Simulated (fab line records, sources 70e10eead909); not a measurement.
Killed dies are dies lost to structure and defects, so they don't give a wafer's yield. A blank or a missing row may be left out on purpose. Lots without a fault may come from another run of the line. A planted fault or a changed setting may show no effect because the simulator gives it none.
Chamber matching | flow nand_harc | NHARC_A_STAIRCASE_ALD_420 on ald_hk-04: 4 sister chambers
The step deposits SiO2, target thk 20 nm, pulse time 6 s, ald cycles 200. 4 wafers are shown with their chamber, then 9 later ones without.

WAFERS WITH THEIR CHAMBER
wafer  | chamber | heater_power_w (W)
L084.6 | 2       | 461
L089.3 | 1       | 456
L089.4 | 0       | 428
L089.5 | 3       | 575

WAFERS WITHOUT THEIR CHAMBER
wafer  | heater_power_w (W)
L090.1 | 455
L090.3 | 459
L090.4 | 415
L092.1 | 414
L092.2 | 457
L092.5 | 563
L094.1 | 462
L094.3 | 586
L094.5 | 407

WHICH CHAMBER EACH WENT THROUGH
wafer  | from the rows above     | in truth
L090.1 | can't be placed: 1 or 2 | 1
L090.3 | can't be placed: 2 or 1 | 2
L090.4 | 0                       | 0
L092.1 | 0                       | 0
L092.2 | can't be placed: 1 or 2 | 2
L092.5 | 3                       | 3
L094.1 | can't be placed: 2 or 1 | 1
L094.3 | 3                       | 3
L094.5 | 0                       | 0
Placed correctly: 5 of 9. Can't be placed from these rows: 4 (the true chamber is among the candidates in 4). Placed wrongly: 0.
How it was worked out, from the rows above alone: a wafer's distance from a chamber is the root of the sum, over the readings, of the square of ((its reading less the chamber's mean) divided by the reading's scatter). The wafer belongs to the nearest chamber; if the next one is less than 2 further off, it can't be placed. A chamber's mean is the mean of its shown wafers. The scatter: with one shown wafer a chamber, the root of the mean of the squares of how far each hidden wafer lies from its nearest shown one.
